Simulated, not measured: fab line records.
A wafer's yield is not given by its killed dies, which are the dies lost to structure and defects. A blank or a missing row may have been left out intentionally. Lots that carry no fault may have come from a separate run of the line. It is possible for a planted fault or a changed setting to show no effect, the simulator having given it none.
Which of the tools did it? / flow n5 finfet / Sampling: 11 lots, 33 wafers, 3 of 1938 route steps

== WHAT THE GAUGES SHOWED, per wafer ==
N5_PASSIVATION_CD_MEAS_44: target cd 40000 nm.
lot=L315; measured=day 12 23:43; on=cd sem-01; cd nm (nm)=40003 40005 39997
lot=L316; measured=day 13 03:11; on=cd sem-01; cd nm (nm)=40006 40005 39996
lot=L319; measured=day 15 02:26; on=cd sem-02; cd nm (nm)=39998 40005 39993
lot=L318; measured=day 15 10:25; on=cd sem-02; cd nm (nm)=40004 40002 40007
lot=L320; measured=day 16 08:49; on=cd sem-01; cd nm (nm)=40004 40001 40004
lot=L321; measured=day 16 08:13; on=cd sem-03; cd nm (nm)=40008 40007 40005
lot=L322; measured=day 16 18:12; on=cd sem-01; cd nm (nm)=40001 39997 40006
lot=L323; measured=day 17 07:59; on=cd sem-03; cd nm (nm)=39999 39998 40000
lot=L324; measured=day 17 08:40; on=cd sem-01; cd nm (nm)=40008 40007 40005
lot=L325; measured=day 17 19:32; on=cd sem-03; cd nm (nm)=40005 40001 40000
lot=L334; measured=day 19 23:50; on=cd sem-01; cd nm (nm)=40005 40003 40000

== WHAT TOOL EACH LOT RAN ON (gives the tool, then ch and the chambers of the sampled wafers, and finally the start) ==
lot=L315; N5_BEOL_M7_PRE_CLEAN_45=pvd sputter-02, day 10 02:13; N5_PASSIVATION_DESCUM_32=rie diel-05 ch 0,1,2, day 12 21:56
lot=L316; N5_BEOL_M7_PRE_CLEAN_45=pvd sputter-03, day 10 06:09; N5_PASSIVATION_DESCUM_32=rie diel-03 ch 1,3, day 13 01:24
lot=L319; N5_BEOL_M7_PRE_CLEAN_45=pvd sputter-02, day 12 05:32; N5_PASSIVATION_DESCUM_32=rie diel-05 ch 0,3, day 15 00:47
lot=L318; N5_BEOL_M7_PRE_CLEAN_45=pvd sputter-03, day 12 08:30; N5_PASSIVATION_DESCUM_32=rie diel-05 ch 2,3, day 15 08:46
lot=L320; N5_BEOL_M7_PRE_CLEAN_45=pvd sputter-01, day 13 00:13; N5_PASSIVATION_DESCUM_32=rie diel-05 ch 0,1, day 16 07:08
lot=L321; N5_BEOL_M7_PRE_CLEAN_45=pvd sputter-03, day 13 03:32; N5_PASSIVATION_DESCUM_32=rie diel-03 ch 1,2,3, day 16 06:11
lot=L322; N5_BEOL_M7_PRE_CLEAN_45=pvd sputter-02, day 13 08:19; N5_PASSIVATION_DESCUM_32=rie diel-05 ch 0,1,3, day 16 16:26
lot=L323; N5_BEOL_M7_PRE_CLEAN_45=pvd sputter-02, day 13 15:05; N5_PASSIVATION_DESCUM_32=rie diel-01 ch 0,2,3, day 17 06:05
lot=L324; N5_BEOL_M7_PRE_CLEAN_45=pvd sputter-02, day 14 03:44; N5_PASSIVATION_DESCUM_32=rie diel-03 ch 0,1,3, day 17 07:00
lot=L325; N5_BEOL_M7_PRE_CLEAN_45=pvd sputter-02, day 14 11:05; N5_PASSIVATION_DESCUM_32=rie diel-03 ch 0,1,3, day 17 17:46
lot=L334; N5_BEOL_M7_PRE_CLEAN_45=pvd sputter-03, day 16 10:34; N5_PASSIVATION_DESCUM_32=rie diel-01 ch 1,2,3, day 19 22:01
- N5_BEOL_M7_PRE_CLEAN_45: time 30 s.
- N5_PASSIVATION_DESCUM_32: chemistry O2, time 7.9 s.

== WHAT THE TOOLS THEMSELVES READ (means of the sampled wafers that have a number; where no wafer has one, the mark that the record gives instead) ==
N5_BEOL_M7_PRE_CLEAN_45.
lot=L315; tool=pvd sputter-02; heater power w (W)=306
lot=L316; tool=pvd sputter-03; heater power w (W)=317
lot=L319; tool=pvd sputter-02; heater power w (W)=314
lot=L318; tool=pvd sputter-03; heater power w (W)=324
lot=L320; tool=pvd sputter-01; heater power w (W)=328
lot=L321; tool=pvd sputter-03; heater power w (W)=337
lot=L322; tool=pvd sputter-02; heater power w (W)=312
lot=L323; tool=pvd sputter-02; heater power w (W)=315
lot=L324; tool=pvd sputter-02; heater power w (W)=311
lot=L325; tool=pvd sputter-02; heater power w (W)=321
lot=L334; tool=pvd sputter-03; heater power w (W)=342

N5_PASSIVATION_DESCUM_32.
lot=L315; tool=rie diel-05; drypump motor current A (A)=5.7; oes product au (a.u.)=0.80; rf vpp V (V)=242.9; showerhead plenum p Torr (Torr)=2.10; throttle valve pct (%)=20.36
lot=L316; tool=rie diel-03; drypump motor current A (A)=5.9; oes product au (a.u.)=0.89; rf vpp V (V)=243.3; showerhead plenum p Torr (Torr)=2.14; throttle valve pct (%)=20.48
lot=L319; tool=rie diel-05; drypump motor current A (A)=5.5; oes product au (a.u.)=0.82; rf vpp V (V)=243.2; showerhead plenum p Torr (Torr)=2.06; throttle valve pct (%)=20.14
lot=L318; tool=rie diel-05; drypump motor current A (A)=5.6; oes product au (a.u.)=0.75; rf vpp V (V)=242.8; showerhead plenum p Torr (Torr)=2.12; throttle valve pct (%)=20.49
lot=L320; tool=rie diel-05; drypump motor current A (A)=5.6; oes product au (a.u.)=0.80; rf vpp V (V)=243.0; showerhead plenum p Torr (Torr)=2.07; throttle valve pct (%)=20.25
lot=L321; tool=rie diel-03; drypump motor current A (A)=6.3; oes product au (a.u.)=0.82; rf vpp V (V)=242.8; showerhead plenum p Torr (Torr)=2.12; throttle valve pct (%)=20.51
lot=L322; tool=rie diel-05; drypump motor current A (A)=5.7; oes product au (a.u.)=0.82; rf vpp V (V)=243.2; showerhead plenum p Torr (Torr)=2.05; throttle valve pct (%)=20.22
lot=L323; tool=rie diel-01; drypump motor current A (A)=5.6; oes product au (a.u.)=0.78; rf vpp V (V)=241.7; showerhead plenum p Torr (Torr)=2.00; throttle valve pct (%)=20.43
lot=L324; tool=rie diel-03; drypump motor current A (A)=6.0; oes product au (a.u.)=0.82; rf vpp V (V)=242.5; showerhead plenum p Torr (Torr)=2.08; throttle valve pct (%)=20.45
lot=L325; tool=rie diel-03; drypump motor current A (A)=6.0; oes product au (a.u.)=0.82; rf vpp V (V)=243.0; showerhead plenum p Torr (Torr)=2.08; throttle valve pct (%)=20.46
lot=L334; tool=rie diel-01; drypump motor current A (A)=5.7; oes product au (a.u.)=0.88; rf vpp V (V)=243.5; showerhead plenum p Torr (Torr)=2.12; throttle valve pct (%)=20.20

== THE ANSWER, worked out from the rows above alone ==
Rule: what is usual is taken from the lots themselves. Put in order of their means at a reading, lots are off if they are a third of the lots or fewer, leave a main group of 4 or more, and stand apart from it by a gap of 3 or more times the standard deviation of the main group's means; of several such gaps the widest counts. Not used: any main group whose means are identical at the precision the tables above print for the reading. A lot without any number at a reading at which 4 lots or more have one is off too. Any other lot the step has rows for is counted as sound. The gauges are gone through in route order, then the tools' own readings, and for those a lot's mean is taken as printed above. The first step at which some lot is off is used, and at that step the reading that is off furthest; a lot without a number counts as furthest.
Across all readings shown, no lot is off: no conclusion can be drawn from this.

== WHAT THE SIMULATOR PUT IN ==
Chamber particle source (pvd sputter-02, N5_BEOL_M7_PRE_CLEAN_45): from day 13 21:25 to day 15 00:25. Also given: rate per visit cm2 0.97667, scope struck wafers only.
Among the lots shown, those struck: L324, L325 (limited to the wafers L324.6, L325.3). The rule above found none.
